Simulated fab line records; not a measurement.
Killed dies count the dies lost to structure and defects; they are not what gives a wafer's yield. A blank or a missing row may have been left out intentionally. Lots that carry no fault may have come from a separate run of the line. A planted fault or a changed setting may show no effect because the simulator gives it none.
fab line records | flow nand-harc | part 1 of 2: steps 1 to 21 of 33
record lots=5 wafers=15 last-day=33
route steps=1302 shown A_CHANNEL_HOLE_D2@608 A_CHANNEL_FILL_D2@610 A_STAIRCASE@639
lots with no fault: from the same line, run without faults
start-h: hours from the record's opening day to when the first of the lot's shown wafers began | wait-h: how many hours have passed since the lot's step before this one | " unchanged from the row above | L1.1+2: one row covering several wafers at once | - value missing, or start not given | * or withheld: withheld | < > ~ a bound
route shown NAME@n: NAME is a module with steps in the file, n the number in the route of the first one | usual: mean and standard deviation over wafers with no fault | same: alike in all rows | chamber/n: place in a boat | sites: per-site readings | _std_site: standard deviation of those values | _edge_site: inner sites' mean taken away from outer sites' mean | radius-mm: for every site, how far away it sits from the centre of the wafer | mask NAME#n: copy n | behind: the last tool/chamber to shape the wafer | hold: the reason the lot was held/the length of the hold in hours/how it ended | device: transistor that didn't switch, given as n, p or np | end of line: the tests these same wafers got at the end of their route | step lacking rows: just its recipe | killed: not the wafer's yield, but the dies lost to structure and defects at the first sort | map: a wafer's dies, marking killed ones x, the rest . and places with no die _
set.NAME: the setting as run; set.NAME@STEP: as run at that earlier step | model.NAME: the simulator's own value behind a step, which no gauge read
lots seen at some steps along the route; tables by step, rows by wafer
services: when a tool's chamber went out of use (start-h, in hours from the record's first day, below 0 if earlier), for how many hours, and the reason
## steps
# step NHARC_A_CHANNEL_HOLE_D2_XSEM_32
# recipe landing-energy-ev=35000
# usual bot-cd-nm=74.3/1.1 bow-nm=8.58/0.29 tilt-deg=0.06/0.033
# columns lot.wafer tool chamber start-h wait-h bot-cd-nm bow-nm tilt-deg
L078.3 xsem-02 0 344.06 0.1 77.1 8.35 0.04
L078.4 " 0 " " 74.8 8.38 0.04
L078.5 " 0 " " 75.6 8.40 0.04
L080.1 xsem-02 0 348.44 0.1 75.3 8.55 0.10
L080.4 " 0 " " 73.9 8.55 0.10
L080.6 " 0 " " 74.8 8.59 0.11
L082.1 xsem-02 0 375.44 0.1 72.7 8.40 0.05
L082.2 " 0 " " 72.4 8.42 0.05
L082.6 " 0 " " 74.0 8.31 0.05
L083.1 xsem-02 0 387.25 0.1 73.6 8.28 0.04
L083.2 " 0 " " 74.7 8.30 0.04
L083.5 " 0 " " 75.2 8.33 0.04
L097.1 xsem-02 0 518.13 0.1 74.2 8.37 0.09
L097.3 " 0 " " 75.6 8.35 0.09
L097.5 " 0 " " 76.4 8.36 0.09
# step NHARC_A_CHANNEL_HOLE_D2_INSPECT_40
# usual raw-defect-count=303/95
# columns lot.wafer tool chamber start-h wait-h raw-defect-count
L078.3 defect-inspect-01 - 344.15 - 222
L078.4 " - " " 297
L078.5 " - " " 261
L080.1 defect-inspect-01 - 348.54 - 191
L080.4 " - " " 202
L080.6 " - " " 256
L082.1 defect-inspect-02 - 375.54 - 348
L082.2 " - " " 230
L082.6 " - " " 233
L083.1 defect-inspect-02 - 387.34 - 370
L083.2 " - " " 333
L083.5 " - " " 510
L097.1 defect-inspect-01 - 518.22 - 452
L097.3 " - " " 257
L097.5 " - " " 181
# step NHARC_A_CHANNEL_FILL_D2_PRECLEAN_00
# recipe time-s=* temp-c=50 bath-age-min=0 chemistry=SC1
# usual sc1-h2o2-end-mol-l=0.3698/0.00066
# columns lot.wafer tool chamber start-h wait-h sc1-h2o2-end-mol-l
L078.3 wet-bench-02 5 344.21 0.1 0.3697
L078.4 " 7 " " 0.3688
L078.5 " 0 " " 0.3702
L080.6 wet-bench-07 1 348.59 0.1 0.3696
L080.1 " 2 " " 0.3690
L080.4 " 5 " " 0.3684
L082.1 wet-bench-02 1 375.59 0.1 0.3694
L082.6 " 5 " " 0.3696
L082.2 " 6 " " 0.3697
L083.2 wet-bench-02 3 387.39 0.0 0.3697
L083.1 " 6 " " 0.3698
L083.5 " 0 " " 0.3698
L097.3 wet-bench-03 2 518.28 0.1 0.3693
L097.5 " 4 " " 0.3706
L097.1 " 6 " " 0.3695
# step NHARC_A_CHANNEL_FILL_D2_SRD_01
# columns lot.wafer tool chamber start-h wait-h
L078.3+4+5 wet-bench-02 5,7,0 - -
L080.6+1+4 wet-bench-07 1,2,5 - -
L082.1+6+2 wet-bench-02 1,5,6 - -
L083.2+1+5 wet-bench-02 3,6,0 - -
L097.3+5+1 wet-bench-03 2,4,6 - -
# step NHARC_A_CHANNEL_FILL_D2_ALD_02
# recipe target-thk-a=60 pulse-time-s=10 ald-cycles=60 temp-c=300 material=SiO2
# usual heater-power-outer-w=259/31 heater-power-w=470/57 precursor-pulse-height-rel=0.999/0.02
# columns lot.wafer tool chamber start-h wait-h heater-power-outer-w heater-power-w precursor-pulse-height-rel
L078.4 ald-hk-04 2 344.49 - 227 390 0.975
L078.3 " 3 " " 272 518 0.997
L078.5 " 0 " " 293 545 0.965
L080.4 ald-hk-03 3 348.73 - 277 441 0.978
L080.1 " 2 " " 276 506 1.003
L080.6 " 3 " " 276 460 0.995
L082.1 ald-hk-03 3 375.73 - 286 458 0.981
L082.2 " 2 " " 276 509 1.009
L082.6 " 0 " " 300 560 1.009
L083.1 ald-hk-01 3 387.54 - 208 372 1.007
L083.2 " 0 " " 267 472 1.024
L083.5 " 3 " " 209 379 1.033
L097.3 ald-hk-04 1 518.49 - 212 428 0.986
L097.1 " 2 " " 220 367 0.996
L097.5 " 1 " " 215 428 1.020
# step NHARC_A_CHANNEL_FILL_D2_ALD_03
# recipe target-thk-a=60 pulse-time-s=60 ald-cycles=58 temp-c=630 pressure-torr=2 material=SiNx
# usual precursor-pulse-height-rel=1.002/0.02
# columns lot.wafer tool chamber start-h wait-h precursor-pulse-height-rel
L078.3 ald-sin-batch-02 0 - - 1.017
L078.4 " 0 " " 0.982
L078.5 " 0 " " 0.978
L080.1 ald-sin-batch-01 0 - - 0.998
L080.4 " 0 " " 1.010
L080.6 " 0 " " 0.995
L082.1 ald-sin-batch-01 0 - - 1.013
L082.2 " 0 " " 1.003
L082.6 " 0 " " 1.003
L083.1 ald-sin-batch-03 0 - - 0.995
L083.2 " 0 " " 0.989
L083.5 " 0 " " 1.005
L097.1 ald-sin-batch-02 0 - - 0.984
L097.3 " 0 " " 0.993
L097.5 " 0 " " 0.995
# step NHARC_A_CHANNEL_FILL_D2_ALD_14
# recipe target-thk-a=25 pulse-time-s=10 ald-cycles=25 temp-c=300 material=SiO2
# usual heater-power-outer-w=263/35 heater-power-w=476/65 precursor-pulse-height-rel=1.000/0.019
# columns lot.wafer tool chamber start-h wait-h heater-power-outer-w heater-power-w precursor-pulse-height-rel
L078.3 ald-hk-04 2 351.40 0.1 233 380 1.001
L078.4 " 0 " " 310 542 1.000
L078.5 " 1 " " 212 435 0.989
L080.4 ald-hk-01 0 355.75 0.0 265 467 1.015
L080.1 " 2 " " 272 512 0.982
L080.6 " 1 " " 245 469 1.007
L082.1 ald-hk-04 0 384.45 1.8 301 554 1.007
L082.2 " 3 " " 281 506 1.004
L082.6 " 1 " " 211 428 1.011
L083.1 ald-hk-04 0 394.51 0.0 299 541 1.015
L083.2 " 2 " " 234 386 0.980
L083.5 " 1 " " 223 424 0.979
L097.3 ald-hk-04 0 525.33 0.1 299 529 0.993
L097.1 " 2 " " 222 371 0.975
L097.5 " 0 " " 299 534 1.028
# step NHARC_A_CHANNEL_FILL_D2_ALD_15
# recipe target-thk-a=20 pulse-time-s=60 ald-cycles=19 temp-c=630 pressure-torr=2 material=SiNx
# usual precursor-pulse-height-rel=1.000/0.021
# columns lot.wafer tool chamber start-h wait-h precursor-pulse-height-rel
L078.3 ald-sin-batch-02 0 - - 0.991
L078.4 " 0 " " 0.983
L078.5 " 0 " " 0.990
L080.1 ald-sin-batch-01 0 - - 0.990
L080.4 " 0 " " 0.981
L080.6 " 0 " " 1.023
L082.1 ald-sin-batch-01 0 - - 1.037
L082.2 " 0 " " 1.029
L082.6 " 0 " " 1.025
L083.1 ald-sin-batch-01 0 - - 1.012
L083.2 " 0 " " 0.999
L083.5 " 0 " " 0.991
L097.1 ald-sin-batch-02 0 - - 0.999
L097.3 " 0 " " 0.954
L097.5 " 0 " " 1.017
# step NHARC_A_CHANNEL_FILL_D2_ALD_16
# recipe target-thk-a=15 pulse-time-s=10 ald-cycles=15 temp-c=300 material=SiO2
# usual heater-power-outer-w=261/32 heater-power-w=475/59 precursor-pulse-height-rel=0.999/0.019
# columns lot.wafer tool chamber start-h wait-h heater-power-outer-w heater-power-w precursor-pulse-height-rel
L078.3 ald-hk-01 1 356.63 0.1 259 464 1.013
L078.4 " 2 " " 276 502 0.998
L078.5 " 2 " " 276 517 1.005
L080.1 ald-hk-01 3 360.96 0.1 205 379 0.991
L080.4 " 0 " " 264 457 0.981
L080.6 " 1 " " 245 468 1.004
L082.2 ald-hk-01 2 389.59 0.0 276 503 1.002
L082.1 " 3 " " 206 375 0.986
L082.6 " 2 " " 278 513 0.988
L083.1 ald-hk-04 0 399.89 0.3 302 546 0.992
L083.2 " 1 " " 218 422 0.997
L083.5 " 3 " " 278 520 0.990
L097.3 ald-hk-04 0 530.44 0.1 289 537 1.021
L097.1 " 3 " " 265 504 1.012
L097.5 " 1 " " 219 429 1.009
# step NHARC_A_CHANNEL_FILL_D2_ANNEAL_17
# recipe temp-c=850 time-s=1800
# usual spike-tc-bottom-C=867.3/1.2 spike-tc-upper-C=850.2/1 zone-power-upper-pct=15.6/1.2
# columns lot.wafer tool chamber start-h wait-h spike-tc-bottom-C spike-tc-upper-C zone-power-upper-pct
L078.3 furnace-05 0 360.01 - 868.7 850.4 17.4
L078.4 " 0 " " 866.3 852.2 17.1
L078.5 " 0 " " 868.2 850.2 17.2
L080.1 furnace-07 0 364.22 - 866.4 848.9 14.6
L080.4 " 0 " " 866.1 850.7 14.6
L080.6 " 0 " " 866.3 850.3 14.6
L082.1 furnace-05 0 392.97 - 869.0 850.5 16.9
L082.2 " 0 " " 866.6 850.6 17.0
L082.6 " 0 " " 866.8 851.0 17.0
L083.1 furnace-06 0 402.67 - 867.7 851.1 14.9
L083.2 " 0 " " 866.5 849.6 14.7
L083.5 " 0 " " 868.2 848.2 15.1
L097.1 furnace-07 0 533.75 - 864.6 850.4 14.8
L097.3 " 0 " " 866.4 851.0 14.5
L097.5 " 0 " " 865.8 849.4 14.3
# step NHARC_A_CHANNEL_FILL_D2_CVD_18
# recipe target-thk-a=30 temp-c=550 material=poly-Si
# usual spike-tc-bottom-C=573.1/1.4 spike-tc-upper-C=549.3/1.3 zone-power-upper-pct=6.7/0.44
# columns lot.wafer tool chamber start-h wait-h spike-tc-bottom-C spike-tc-upper-C zone-power-upper-pct
L078.3 lpcvd-poly-02 0 366.44 - 571.9 548.6 6.7
L078.4 " 0 " " 571.2 549.6 6.6
L078.5 " 0 " " 572.7 547.4 6.7
L080.1 lpcvd-poly-02 0 370.62 - 574.0 547.4 6.6
L080.4 " 0 " " 571.5 549.6 6.5
L080.6 " 0 " " 571.7 546.9 6.7
L082.1 lpcvd-poly-02 0 399.35 - 572.4 549.5 6.7
L082.2 " 0 " " 572.4 547.9 6.6
L082.6 " 0 " " 572.2 548.8 6.7
L083.1 lpcvd-poly-04 0 409.92 - 574.7 548.8 6.2
L083.2 " 0 " " 575.9 549.9 6.1
L083.5 " 0 " " 573.4 551.8 6.2
L097.1 lpcvd-poly-04 0 540.23 - 575.3 550.3 6.1
L097.3 " 0 " " 574.8 550.7 6.1
L097.5 " 0 " " 574.0 548.9 6.2
# step NHARC_A_CHANNEL_FILL_D2_ETCHBACK_19
# recipe target-depth-a=50 time-s=1.7 hbr-flow-sccm=150 cl2-flow-sccm=50 rf-w=400 icp-w=400 bias-w=100 chemistry=HBr/Cl2
# usual drypump-motor-current-A=5.4/0.47 oes-product-au=1.002/0.0073 throttle-valve-pct=26.406/0.0098
# columns lot.wafer tool chamber start-h wait-h drypump-motor-current-A oes-product-au rf-hours-counter-h throttle-valve-pct
L078.4 rie-si-06 1 368.53 0.4 5.3 1.005 0.61 26.404
L078.3 " 2 " " 6.6 0.989 0.57 26.401
L078.5 " 1 " " 5.3 0.993 - 26.403
L080.4 rie-si-05 1 372.73 0.4 5.3 1.013 0.21 26.413
L080.1 " 2 " " 5.5 1.006 0.39 26.402
L080.6 " 0 " " 5.0 1.003 - 26.405
L082.1 rie-si-01 1 401.40 0.4 5.9 1.006 0.14 26.405
L082.2 " 3 " " 5.2 1.000 0.09 26.395
L082.6 " 0 " " 4.8 0.998 - 26.423
L083.1 rie-si-06 3 411.98 0.4 5.5 0.998 0.67 26.396
L083.2 " 0 " " 5.1 0.991 0.72 26.404
L083.5 " 0 " " 5.2 0.990 - 26.400
L097.3 rie-si-06 3 542.29 0.4 5.5 0.994 0.78 26.390
L097.1 " 1 " " 5.4 1.004 0.68 26.391
L097.5 " 2 " " 6.5 0.994 - 26.395
# step NHARC_A_CHANNEL_FILL_D2_ETCHBACK_20
# recipe target-depth-a=270 time-s=13.5 c4f8-flow-sccm=withheld o2-flow-sccm=8 ar-flow-sccm=withheld rf-w=600 bias-w=1500 chemistry=C4F8/O2/Ar
# usual oes-product-au=0.982/0.025 rf-vpp-V=980/5.4
# columns lot.wafer tool chamber start-h wait-h oes-product-au rf-hours-counter-h rf-vpp-V
L078.3 rie-diel-13 2 368.66 - 1.001 0.6 976
L078.4 " 0 " " 1.003 0.6 980
L078.5 " 2 " " 1.017 - 975
L080.4 rie-diel-13 3 372.84 - 1.004 0.8 986
L080.1 " 0 " " 0.996 0.7 981
L080.6 " 0 " " 1.000 - 980
L082.1 rie-diel-06 0 401.52 - 0.983 2.2 986
L082.2 " 3 " " 0.988 2.0 979
L082.6 " 0 " " 0.976 - 985
L083.1 rie-diel-06 3 412.11 - 0.988 2.1 980
L083.2 " 1 " " 0.985 2.6 979
L083.5 " 0 " " 0.989 - 986
L097.1 rie-diel-06 0 542.42 - 0.916 1.3 985
L097.3 " 1 " " 0.932 1.5 981
L097.5 " 3 " " 0.935 - 979
# step NHARC_A_CHANNEL_FILL_D2_STRIP_28
# recipe time-s=20 o2-flow-sccm=500 ar-flow-sccm=0 bias-w=0 chemistry=O2
# usual drypump-motor-current-A=5.5/0.46 oes-product-au=1.003/0.0076 rf-vpp-V=57.8/0.81 showerhead-plenum-p-Torr=3.56/0.14 throttle-valve-pct=17.038/0.0091
# columns lot.wafer tool chamber start-h wait-h drypump-motor-current-A oes-product-au rf-hours-counter-h rf-vpp-V showerhead-plenum-p-Torr throttle-valve-pct
L078.3 rie-diel-13 2 368.74 0.1 5.1 1.016 0.6 57.1 3.47 17.049
L078.4 " 1 " " 5.4 1.009 0.5 58.3 3.75 17.026
L078.5 " 3 " " 5.8 1.001 - 57.5 3.74 17.032
L080.4 rie-diel-13 0 372.94 0.1 6.0 1.006 0.7 59.0 3.59 17.037
L080.1 " 3 " " 5.8 1.000 0.8 58.4 3.74 17.044
L080.6 " 0 " " 6.0 1.001 - 57.0 3.59 17.029
L082.1 rie-diel-06 3 401.61 0.1 4.6 1.007 2.0 57.9 3.54 17.026
L082.2 " 2 " " 5.5 0.995 2.1 57.4 3.32 17.027
L082.6 " 3 " " 4.6 0.996 - 57.3 3.54 17.027
L083.1 rie-diel-06 3 412.21 0.1 4.6 0.999 2.1 57.4 3.54 17.035
L083.2 " 0 " " 6.1 0.994 2.5 58.1 3.72 17.048
L083.5 " 2 " " 5.5 1.003 - 56.5 3.32 17.039
L097.3 rie-diel-06 0 542.50 0.1 6.2 1.001 1.3 57.9 3.72 17.038
L097.1 " 2 " " 5.5 1.003 1.6 56.7 3.31 17.037
L097.5 " 3 " " 4.6 1.009 - 57.8 3.54 17.033
# step NHARC_A_CHANNEL_FILL_D2_PRECLEAN_21
# recipe time-s=30 chemistry=dHF
# columns lot.wafer tool chamber start-h wait-h
L078.3+5+4 wet-bench-03 1,2,4 368.84 -
L080.1+6+4 wet-bench-02 6,0,1 373.04 -
L082.1+6+2 wet-bench-07 6,7,0 401.72 -
L083.5+2+1 wet-bench-02 7,2,3 412.30 -
L097.1+3+5 wet-bench-07 6,2,3 542.60 -
# step NHARC_A_CHANNEL_FILL_D2_SRD_23
# columns lot.wafer tool chamber start-h wait-h
L078.3+5+4 wet-bench-03 1,2,4 368.87 0.0
L080.1+6+4 wet-bench-02 6,0,1 373.06 0.0
L082.1+6+2 wet-bench-07 6,7,0 401.74 0.0
L083.5+2+1 wet-bench-02 7,2,3 412.33 0.0
L097.1+3+5 wet-bench-07 6,2,3 542.62 0.0
# step NHARC_A_CHANNEL_FILL_D2_CVD_05
# recipe target-thk-a=50 temp-c=550 material=poly-Si
# usual spike-tc-bottom-C=573.8/1.5 spike-tc-upper-C=549.6/1.2 zone-power-upper-pct=6.5/0.49
# columns lot.wafer tool chamber start-h wait-h spike-tc-bottom-C spike-tc-upper-C zone-power-upper-pct
L078.3 lpcvd-poly-03 0 371.30 2.4 575.4 549.8 7.7
L078.4 " 0 " " 574.6 549.9 7.8
L078.5 " 0 " " 575.4 550.8 7.8
L080.1 lpcvd-poly-02 0 375.33 2.3 571.4 550.3 6.7
L080.4 " 0 " " 573.2 550.3 6.7
L080.6 " 0 " " 571.5 548.7 6.5
L082.1 lpcvd-poly-02 0 404.93 3.2 573.2 548.4 6.7
L082.2 " 0 " " 573.8 548.1 6.6
L082.6 " 0 " " 570.9 547.0 6.7
L083.1 lpcvd-poly-02 0 414.60 2.3 571.0 547.7 6.6
L083.2 " 0 " " 573.9 548.6 6.6
L083.5 " 0 " " 573.5 548.0 6.7
L097.1 lpcvd-poly-02 0 544.90 2.3 573.4 547.8 6.6
L097.3 " 0 " " 574.3 548.7 6.6
L097.5 " 0 " " 572.1 549.8 6.7
# step NHARC_A_CHANNEL_FILL_D2_ANNEAL_22
# recipe temp-c=620 time-s=7200
# usual spike-tc-bottom-C=639.8/1.2 spike-tc-upper-C=619.6/1.1 zone-power-upper-pct=8.3/0.53
# columns lot.wafer tool chamber start-h wait-h spike-tc-bottom-C spike-tc-upper-C zone-power-upper-pct
L078.3 furnace-05 0 376.63 3.5 642.0 621.8 9.2
L078.4 " 0 " " 641.2 620.7 9.3
L078.5 " 0 " " 640.5 622.5 9.3
L080.1 furnace-06 0 380.10 2.9 641.0 620.1 8.1
L080.4 " 0 " " 640.4 619.5 8.0
L080.6 " 0 " " 638.5 620.8 8.3
L082.1 furnace-05 0 410.25 3.5 640.3 619.4 9.4
L082.2 " 0 " " 641.4 621.1 9.4
L082.6 " 0 " " 640.2 620.5 9.4
L083.1 furnace-06 0 419.42 2.9 638.9 620.4 8.2
L083.2 " 0 " " 641.0 619.4 8.3
L083.5 " 0 " " 638.1 619.8 8.1
L097.1 furnace-06 0 549.67 2.9 639.7 619.5 7.9
L097.3 " 0 " " 639.9 618.5 8.0
L097.5 " 0 " " 640.4 619.5 8.2
# step NHARC_A_CHANNEL_FILL_D2_THK_MEAS_06
# recipe thk-meas-gauge=ellipsometry
# usual thk-nm=5.0/1
# columns lot.wafer tool chamber start-h wait-h thk-nm
L078.3 film-metro-01 - 380.68 0.4 4.9
L078.4 " - " " 3.4
L078.5 " - " " 5.1
L080.1 film-metro-01 - 384.10 0.4 6.3
L080.4 " - " " 5.3
L080.6 " - " " 5.6
L082.1 film-metro-01 - 414.30 0.4 4.4
L082.2 " - " " 3.4
L082.6 " - " " 4.9
L083.1 film-metro-02 - 423.41 0.4 7.8
L083.2 " - " " 3.0
L083.5 " - " " 5.1
L097.1 film-metro-02 - 553.66 0.4 5.2
L097.3 " - " " 5.8
L097.5 " - " " 5.2
# step NHARC_A_CHANNEL_FILL_D2_ALD_25
# recipe target-thk-a=600 pulse-time-s=10 ald-cycles=600 temp-c=300 material=SiOx
# usual heater-power-outer-w=263/33 heater-power-w=475/63 precursor-pulse-height-rel=1.002/0.019
# columns lot.wafer tool chamber start-h wait-h heater-power-outer-w heater-power-w precursor-pulse-height-rel
L078.4 ald-hk-04 3 381.36 0.7 284 521 1.004
L078.3 " 1 382.59 1.9 212 430 0.986
L078.5 " 3 383.83 3.1 285 505 1.018
L080.1 ald-hk-04 2 385.44 1.3 230 396 1.016
L080.4 " 0 386.67 2.6 300 560 0.977
L080.6 " 1 " " 215 425 0.990
L082.1 ald-hk-01 1 414.36 0.1 255 459 0.989
L082.2 " 0 416.23 1.9 262 461 1.010
L082.6 " 2 417.47 3.2 277 515 0.998
L083.2 ald-hk-04 0 423.47 0.1 300 543 0.989
L083.1 " 2 424.70 1.3 233 388 1.016
L083.5 " 1 426.56 3.1 213 435 1.003
L097.3 ald-hk-03 3 553.71 0.1 283 444 0.978
L097.1 " 0 " " 333 613 1.006
L097.5 " 3 556.17 2.5 273 436 1.006
# step NHARC_A_CHANNEL_FILL_D2_ETCHBACK_08
# recipe target-depth-a=2200 time-s=110 c4f8-flow-sccm=20 ar-flow-sccm=withheld rf-w=600 bias-w=300 chemistry=C4F8
# usual oes-product-au=0.95/0.034 rf-vpp-V=441.5/2.6
# columns lot.wafer tool chamber start-h wait-h oes-product-au rf-hours-counter-h rf-vpp-V
L078.4 rie-diel-13 0 - - 0.93 1.1 442.5
L078.3 " 2 " " 0.94 1.1 439.2
L078.5 " 1 " " 0.91 - 444.8
L080.1 rie-diel-13 2 - - 0.94 1.4 439.9
L080.6 " 2 " " 0.93 - 440.6
L080.4 " 3 " " 0.92 - 443.8
L082.1 rie-diel-06 3 - - 0.92 2.2 439.6
L082.2 " 0 " " 0.92 2.5 445.0
L082.6 " 2 " " 0.92 - 437.2
L083.1 rie-diel-06 2 - - 0.92 2.5 437.4
L083.2 " 0 " " 0.93 2.5 443.8
L083.5 " 2 " " 0.91 - 437.2
L097.1 rie-diel-06 0 - - 0.93 2.0 444.9
L097.3 " 2 " " 0.92 2.1 437.1
L097.5 " 0 " " 0.93 - 443.4
